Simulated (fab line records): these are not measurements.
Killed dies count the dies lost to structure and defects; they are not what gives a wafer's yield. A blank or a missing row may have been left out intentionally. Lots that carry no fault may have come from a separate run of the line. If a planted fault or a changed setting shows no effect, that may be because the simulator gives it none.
Matching of chambers || flow n5 finfet || rie diel-05 running N5_BEOL_M0_STRIP_104: 4 sister chambers
The step strips in N2/H2. 16 wafers are shown with their chamber, then 8 later ones without.

WAFERS PAIRED WITH THEIR CHAMBERS
{"wafer": "L074.4", "chamber": 1, "throttle valve pct (%)": 23.31, "showerhead plenum p Torr (Torr)": 2.53, "drypump motor current A (A)": 5.1}
{"wafer": "L074.5", "chamber": 3, "throttle valve pct (%)": 24.35, "showerhead plenum p Torr (Torr)": 2.52, "drypump motor current A (A)": 5.7}
{"wafer": "L074.6", "chamber": 0, "throttle valve pct (%)": 23.48, "showerhead plenum p Torr (Torr)": 2.63, "drypump motor current A (A)": 6.4}
{"wafer": "L076.3", "chamber": 1, "throttle valve pct (%)": 23.33, "showerhead plenum p Torr (Torr)": 2.53, "drypump motor current A (A)": 5.0}
{"wafer": "L076.4", "chamber": 3, "throttle valve pct (%)": 24.36, "showerhead plenum p Torr (Torr)": 2.52, "drypump motor current A (A)": 5.6}
{"wafer": "L076.6", "chamber": 2, "throttle valve pct (%)": 23.88, "showerhead plenum p Torr (Torr)": 2.61, "drypump motor current A (A)": 6.0}
{"wafer": "L077.1", "chamber": 1, "throttle valve pct (%)": 23.29, "showerhead plenum p Torr (Torr)": 2.53, "drypump motor current A (A)": 5.1}
{"wafer": "L077.2", "chamber": 0, "throttle valve pct (%)": 23.49, "showerhead plenum p Torr (Torr)": 2.62, "drypump motor current A (A)": 6.4}
{"wafer": "L077.6", "chamber": 2, "throttle valve pct (%)": 23.89, "showerhead plenum p Torr (Torr)": 2.61, "drypump motor current A (A)": 6.0}
{"wafer": "L079.1", "chamber": 2, "throttle valve pct (%)": 23.88, "showerhead plenum p Torr (Torr)": 2.61, "drypump motor current A (A)": 5.9}
{"wafer": "L079.4", "chamber": 3, "throttle valve pct (%)": 24.35, "showerhead plenum p Torr (Torr)": 2.52, "drypump motor current A (A)": 5.7}
{"wafer": "L079.5", "chamber": 1, "throttle valve pct (%)": 23.29, "showerhead plenum p Torr (Torr)": 2.53, "drypump motor current A (A)": 5.1}
{"wafer": "L082.1", "chamber": 1, "throttle valve pct (%)": 23.33, "showerhead plenum p Torr (Torr)": 2.53, "drypump motor current A (A)": 5.1}
{"wafer": "L082.4", "chamber": 2, "throttle valve pct (%)": 23.88, "showerhead plenum p Torr (Torr)": 2.61, "drypump motor current A (A)": 5.9}
{"wafer": "L082.5", "chamber": 1, "throttle valve pct (%)": 23.38, "showerhead plenum p Torr (Torr)": 2.53, "drypump motor current A (A)": 5.1}
{"wafer": "L083.1", "chamber": 3, "throttle valve pct (%)": 24.37, "showerhead plenum p Torr (Torr)": 2.51, "drypump motor current A (A)": 5.7}

SIGNATURES (averages over the wafers above)
{"reading": "throttle valve pct", "chamber 0": 23.4850, "chamber 1": 23.3217, "chamber 2": 23.8825, "chamber 3": 24.3575, "scatter within a chamber": 0.0225}
{"reading": "showerhead plenum p Torr", "chamber 0": 2.6250, "chamber 1": 2.5300, "chamber 2": 2.6100, "chamber 3": 2.5175, "scatter within a chamber": 0.00323}
{"reading": "drypump motor current A", "chamber 0": 6.400, "chamber 1": 5.083, "chamber 2": 5.950, "chamber 3": 5.675, "scatter within a chamber": 0.0464}
Rule: a wafer lies at a distance from a chamber equal to the root of the sum of squares, over the readings, of (its reading less the chamber's mean, divided by the reading's scatter). The wafer belongs to the nearest chamber; if the next one is less than 2 further off, it can't be placed. How the scatter is found: for the shown wafers, subtract from each reading the mean of its chamber, square and add these, divide the total by (wafers less chambers), then take the root.

WAFERS WITH NO CHAMBER GIVEN
{"wafer": "L083.3", "throttle valve pct (%)": 23.30, "showerhead plenum p Torr (Torr)": 2.53, "drypump motor current A (A)": 5.1}
{"wafer": "L083.4", "throttle valve pct (%)": 23.89, "showerhead plenum p Torr (Torr)": 2.61, "drypump motor current A (A)": 6.0}
{"wafer": "L089.2", "throttle valve pct (%)": 23.53, "showerhead plenum p Torr (Torr)": 2.62, "drypump motor current A (A)": 6.5}
{"wafer": "L089.3", "throttle valve pct (%)": 24.37, "showerhead plenum p Torr (Torr)": 2.51, "drypump motor current A (A)": 5.7}
{"wafer": "L089.4", "throttle valve pct (%)": 23.36, "showerhead plenum p Torr (Torr)": 2.52, "drypump motor current A (A)": 5.1}
{"wafer": "L095.2", "throttle valve pct (%)": 23.60, "showerhead plenum p Torr (Torr)": 2.60, "drypump motor current A (A)": 6.0}
{"wafer": "L095.3", "throttle valve pct (%)": 23.99, "showerhead plenum p Torr (Torr)": 2.51, "drypump motor current A (A)": 5.7}
{"wafer": "L095.6", "throttle valve pct (%)": 23.56, "showerhead plenum p Torr (Torr)": 2.61, "drypump motor current A (A)": 6.4}

WHICH CHAMBER EACH WENT THROUGH
{"wafer": "L083.3", "from the rows above": 1, "in truth": 1}
{"wafer": "L083.4", "from the rows above": 2, "in truth": 2}
{"wafer": "L089.2", "from the rows above": 0, "in truth": 0}
{"wafer": "L089.3", "from the rows above": 3, "in truth": 3}
{"wafer": "L089.4", "from the rows above": 1, "in truth": 1}
{"wafer": "L095.2", "from the rows above": "can't be placed: 0 or 2", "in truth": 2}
{"wafer": "L095.3", "from the rows above": 3, "in truth": 3}
{"wafer": "L095.6", "from the rows above": 0, "in truth": 0}
7 of 8 placed correctly. Can't be placed from these rows: 1 (the true chamber is among the candidates in 1). Placed wrongly: 0.
